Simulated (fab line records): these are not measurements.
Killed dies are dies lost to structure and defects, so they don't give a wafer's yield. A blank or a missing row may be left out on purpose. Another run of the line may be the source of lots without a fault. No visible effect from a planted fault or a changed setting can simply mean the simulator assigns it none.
Chamber matching || flow nandHarc || 4 sister chambers for NHARC_A_CONTACT_ALD_18 on aldMetal-03
The step deposits TiN, target thk 3 nm, pulse time 1 s, ald cycles 150. 4 wafers are shown with their chamber, then 11 later ones without.

## EACH WAFER AND ITS CHAMBER
{"wafer": "L088.2", "chamber": 3, "heaterPowerW (W)": 1113}
{"wafer": "L090.5", "chamber": 0, "heaterPowerW (W)": 1024}
{"wafer": "L090.6", "chamber": 1, "heaterPowerW (W)": 1237}
{"wafer": "L095.2", "chamber": 2, "heaterPowerW (W)": 1087}

## WAFERS WHOSE CHAMBER IS MISSING
{"wafer": "L095.5", "heaterPowerW (W)": 1110}
{"wafer": "L095.6", "heaterPowerW (W)": 1242}
{"wafer": "L093.1", "heaterPowerW (W)": 1043}
{"wafer": "L093.4", "heaterPowerW (W)": 1217}
{"wafer": "L093.6", "heaterPowerW (W)": 1077}
{"wafer": "L096.1", "heaterPowerW (W)": 1108}
{"wafer": "L096.3", "heaterPowerW (W)": 1205}
{"wafer": "L096.4", "heaterPowerW (W)": 1087}
{"wafer": "L097.1", "heaterPowerW (W)": 1071}
{"wafer": "L097.2", "heaterPowerW (W)": 1088}
{"wafer": "L097.5", "heaterPowerW (W)": 1231}

## WHICH CHAMBER EACH ONE RAN IN
{"wafer": "L095.5", "from the rows above": "can't be placed: 3 or 2", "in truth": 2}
{"wafer": "L095.6", "from the rows above": 1, "in truth": 1}
{"wafer": "L093.1", "from the rows above": "can't be placed: 0 or 2", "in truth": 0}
{"wafer": "L093.4", "from the rows above": 1, "in truth": 1}
{"wafer": "L093.6", "from the rows above": "can't be placed: 2 or 3", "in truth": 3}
{"wafer": "L096.1", "from the rows above": "can't be placed: 3 or 2", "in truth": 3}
{"wafer": "L096.3", "from the rows above": 1, "in truth": 1}
{"wafer": "L096.4", "from the rows above": "can't be placed: 2 or 3", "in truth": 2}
{"wafer": "L097.1", "from the rows above": "can't be placed: 2 or 3", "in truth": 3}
{"wafer": "L097.2", "from the rows above": "can't be placed: 2 or 3", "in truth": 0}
{"wafer": "L097.5", "from the rows above": 1, "in truth": 1}
4 of 11 placed correctly. From these rows, 7 cannot be placed; in 6 the true chamber is one of the candidates. Wrongly placed: 0.
How it was worked out, from the rows above alone: a wafer's distance from a chamber is the root of the sum, over the readings, of the square of ((its reading less the chamber's mean) divided by the reading's scatter). If the next closest chamber is less than 2 further off than the closest, the wafer can't be placed; otherwise it belongs to the closest. The mean given for a chamber averages the wafers shown for that chamber. The scatter: root of mean squared gap, hidden wafer to nearest shown wafer, with one shown wafer a chamber.
